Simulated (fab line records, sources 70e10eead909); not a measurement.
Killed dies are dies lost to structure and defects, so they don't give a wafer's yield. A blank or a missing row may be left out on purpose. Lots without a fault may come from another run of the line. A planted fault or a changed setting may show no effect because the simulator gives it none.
Which tool did it? | flow nand_harc | 11 lots, 33 wafers sampled, at 1 step of a route of 1302

WHAT THE GAUGES READ, wafer by wafer
NHARC_A_SGD_CUT_CD_MEAS_09: target cd 100 nm.
lot  | measured     | on        | cd_nm (nm)
L450 | day 19 13:35 | cd_sem-02 | 100.2 100.3 100.0
L448 | day 19 13:50 | cd_sem-02 | 100.2 99.8 99.6
L451 | day 20 10:29 | cd_sem-03 | 99.5 99.8 99.7
L452 | day 20 10:38 | cd_sem-01 | 99.1 99.4 99.2
L457 | day 22 22:41 | cd_sem-02 | 99.6 99.5 99.3
L460 | day 24 04:08 | cd_sem-03 | 99.9 99.4 99.8
L468 | day 27 04:01 | cd_sem-02 | 100.4 99.3 100.1
L467 | day 27 04:14 | cd_sem-03 | 99.6 99.8 99.1
L469 | day 28 00:06 | cd_sem-02 | 99.6 99.4 100.3
L470 | day 28 05:23 | cd_sem-02 | 100.0 100.4 100.4
L471 | day 28 05:34 | cd_sem-02 | 100.1 100.6 99.8

WHICH TOOL RAN EACH LOT (tool, then ch and the chambers of the sampled wafers, then the start)
The record holds no process step before these readings.

THE ANSWER, worked out from the rows above alone
Rule: what is usual is taken from the lots themselves. Put in order of their means at a reading, lots are off if they are a third of the lots or fewer, leave a main group of 4 or more, and stand apart from it by a gap of 3 or more times the standard deviation of the main group's means; of several such gaps the widest counts. A main group whose means are all the same, to the digits that the tables above print for the reading, isn't used. A lot without any number at a reading at which 4 lots or more have one is off too. The other lots that the step has rows for count as sound.
No lot is off at any reading shown: from this, nothing can be told.

WHAT THE SIMULATOR HAD PUT IN
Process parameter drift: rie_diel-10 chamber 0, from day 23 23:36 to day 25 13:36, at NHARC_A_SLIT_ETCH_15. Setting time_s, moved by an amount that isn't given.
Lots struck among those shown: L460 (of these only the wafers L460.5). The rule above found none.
